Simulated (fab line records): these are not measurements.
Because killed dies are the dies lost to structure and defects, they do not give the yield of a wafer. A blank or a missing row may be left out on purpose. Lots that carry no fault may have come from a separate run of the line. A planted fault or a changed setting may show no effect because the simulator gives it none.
Struck lot and sound lot, side by side || flow nand harc || 14 out of 1302 route steps
Sound: the wafers L255.1, L255.5, L255.6. Wafers struck: L262.2, L262.4, L262.6. The cause comes at the end.
For every step that has rows: the tool of each side, followed by ch and its chambers, followed by its first start. Under that, the readings that differ: sound wafers || struck wafers || difference of the means || sigmas: that difference in standard deviations of wafers without a fault.
alike: readings with means less than 2 such deviations apart, plus words and numbers identical on both sides. not compared: withheld readings, readings lacking a value on some wafer, bounds such as >300 that could conceal the same value, and numbers that have no deviation in the record and whose values overlap.
Wherever a step has rows on one side only, a row that says differs or no value, or a row with sigmas, the two part there. Numbers that don't overlap but have no deviation are shown without sigmas and don't part them. A reading missing from all wafers of one side parts the sides only when that side holds two or more wafers.

first, 1 step without rows for these wafers: NHARC_A_CONTACT_STRIP_27 (strips in post etch residue remover, time 600 s).
NHARC_A_CONTACT_ALD_18: deposits TiN, target thk 3 nm, pulse time 1 s, ald cycles 150.
  sound on ald metal-02 ch 0,1, day 23 02:19; struck on ald metal-02 ch 0,2,3, day 25 01:20
  alike: heater power w, precursor pulse height rel
NHARC_A_CONTACT_CVD_19: deposits W, target thk 300 nm, time 802 s.
  sound on cvd w-02 ch 0,1; struck on cvd w-01 ch 0,1
  alike: heater power w, throttle valve pct
NHARC_A_CONTACT_CMP_20: polishes, t overpolish 30 s, target thk 300 nm.
  sound on cmp-04 ch 0,2,3, day 23 03:28; struck on cmp-02 ch 0,3, day 25 02:23
  alike: motor current A, overpolish run s, time to endpoint s
  not compared: pad life wafers
after that, 1 step had no rows for these wafers: NHARC_A_CONTACT_SRD_22.
NHARC_A_CONTACT_INSPECT_23:
  sound on defect inspect-02 at day 23 03:48; struck on defect inspect-02 at day 25 02:47
  alike: raw defect count
then, 5 steps without rows for these wafers: NHARC_A_BLC_DEHYDRATE_00 (time 120 s); NHARC_A_BLC_HMDS_01 (time 30 s); NHARC_A_BLC_COAT_02 (time 75 s); NHARC_A_BLC_COAT_03 (time 65 s); NHARC_A_BLC_COAT_04 (resist thk 90 nm).
NHARC_A_BLC_SOFTBAKE_05: time 55 s.
  sound on litho track-04 ch 0, day 23 03:00; struck on litho track-04 ch 0, day 25 02:00
{"reading": "heater power total W (W)", "sound": "188.46 188.32 188.33", "struck": "175.35 175.59 175.23", "difference": -12.98, "sigmas": -93}
after that, 1 step had no rows for these wafers: NHARC_A_BLC_EBR_06.
NHARC_END_SORT_01:
  sound on prober-01 ch 0, day 25 01:20; struck on prober-01 ch 0, day 26 23:32
{"reading": "killed at array", "sound": "35 47 51", "struck": "69 75 79", "difference": "+30", "sigmas": "+2"}
{"reading": "killed dies", "sound": "44 51 56", "struck": "75 79 89", "difference": "+31", "sigmas": "+2"}
  alike: killed at other, killed at periphery, killed open, killed short

## WHERE THEY PART
First at NHARC_A_BLC_SOFTBAKE_05; last, within this record, at NHARC_END_SORT_01.

WHY: what the simulator had put in
Process parameters drifting: litho track-04 at NHARC_A_BLC_SOFTBAKE_05, beginning at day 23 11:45. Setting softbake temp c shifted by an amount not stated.
